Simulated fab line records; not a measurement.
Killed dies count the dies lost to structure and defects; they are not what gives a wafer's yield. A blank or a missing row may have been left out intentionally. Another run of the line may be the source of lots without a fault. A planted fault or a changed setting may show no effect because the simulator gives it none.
Which tool was responsible? -- flow n5 finfet -- 16 wafers from 6 lots sampled at 5 of the route's 1938 steps

WHAT EACH GAUGE READ, for each wafer
N5_STI_FIN_REVEAL_FIN_H_MEAS_10.
lot,measured,on,trench depth nm (nm)
L476,day 2 19:27,ocd-02,52.5 52.5 52.7
L478,day 3 07:44,ocd-02,49.4 49.5 48.8
L484,day 4 18:53,ocd-02,50.1 50.6 51.2
L486,day 5 08:34,ocd-01,53.0 52.7
L491,day 6 13:04,ocd-01,52.7 52.2
L495,day 7 15:35,ocd-02,51.8 51.0 52.0

TOOL THAT RAN EACH LOT (tool first, then ch and the chambers of the sampled wafers, then the start)
lot,N5_FIN_CUT_PRECLEAN_35,N5_STI_FIN_REVEAL_ALD_14,N5_STI_FIN_REVEAL_DENSIFY_30,N5_STI_FIN_REVEAL_STRIP_35
L476,"vapor etch-01 ch 0,1, day 2 10:16","ald sin-02 ch 0,2,3, day 2 10:49","rtp anneal-01 ch 0, day 2 16:13","wet bench-05 ch 0,4,6, day 2 19:08"
L478,"vapor etch-01 ch 0,1, day 2 21:57","ald sin-02 ch 0,1, day 2 22:28","rtp anneal-01 ch 0, day 3 04:31","wet bench-06 ch 0,1,6, day 3 07:22"
L484,"vapor etch-02 ch 0,1, day 4 09:53","ald sin-03 ch 1,2,3, day 4 10:21","rtp anneal-02 ch 0, day 4 15:48","wet bench-06 ch 0,1,5, day 4 18:37"
L486,"vapor etch-01 ch 0,1, day 4 23:13","ald sin-03 ch 2, day 4 23:46","rtp anneal-01 ch 0, day 5 05:07","wet bench-05 ch 5,7, day 5 08:19"
L491,"vapor etch-02 ch 0,1, day 6 04:02","ald sin-03 ch 2,3, day 6 04:29","rtp anneal-01 ch 0, day 6 09:52","wet bench-01 ch 0,3, day 6 12:49"
L495,"vapor etch-01 ch 0,1, day 7 06:30","ald sin-02 ch 1,2, day 7 07:02","rtp anneal-01 ch 0, day 7 12:26","wet bench-01 ch 0,3,7, day 7 15:20"
- N5_FIN_CUT_PRECLEAN_35: cleans in vHF, time 13.3 s.
- N5_STI_FIN_REVEAL_ALD_14: deposits Si3N4, target thk 3 nm.
- N5_STI_FIN_REVEAL_DENSIFY_30
- N5_STI_FIN_REVEAL_STRIP_35: strips Si3N4 in H3PO4, target depth 4 nm, time 39 s.

THE ANSWER, worked out from the rows above alone
Rule: usual is defined by the lots themselves. The widest of any qualifying gaps counts: lots, ordered by their means at a reading, are off when they make up no more than a third of the lots, leave a main group of 4 or more, and stand apart from it by 3 or more times the standard deviation of that group's means. The tables above print the reading to a certain number of digits; a main group whose means all agree to those digits is not used. A lot without any number at a reading at which 4 lots or more have one is off too. Any other lot the step has rows for is counted as sound.
Across all readings shown, no lot is off: no conclusion can be drawn from this.

WHAT THE SIMULATOR HAD INSERTED
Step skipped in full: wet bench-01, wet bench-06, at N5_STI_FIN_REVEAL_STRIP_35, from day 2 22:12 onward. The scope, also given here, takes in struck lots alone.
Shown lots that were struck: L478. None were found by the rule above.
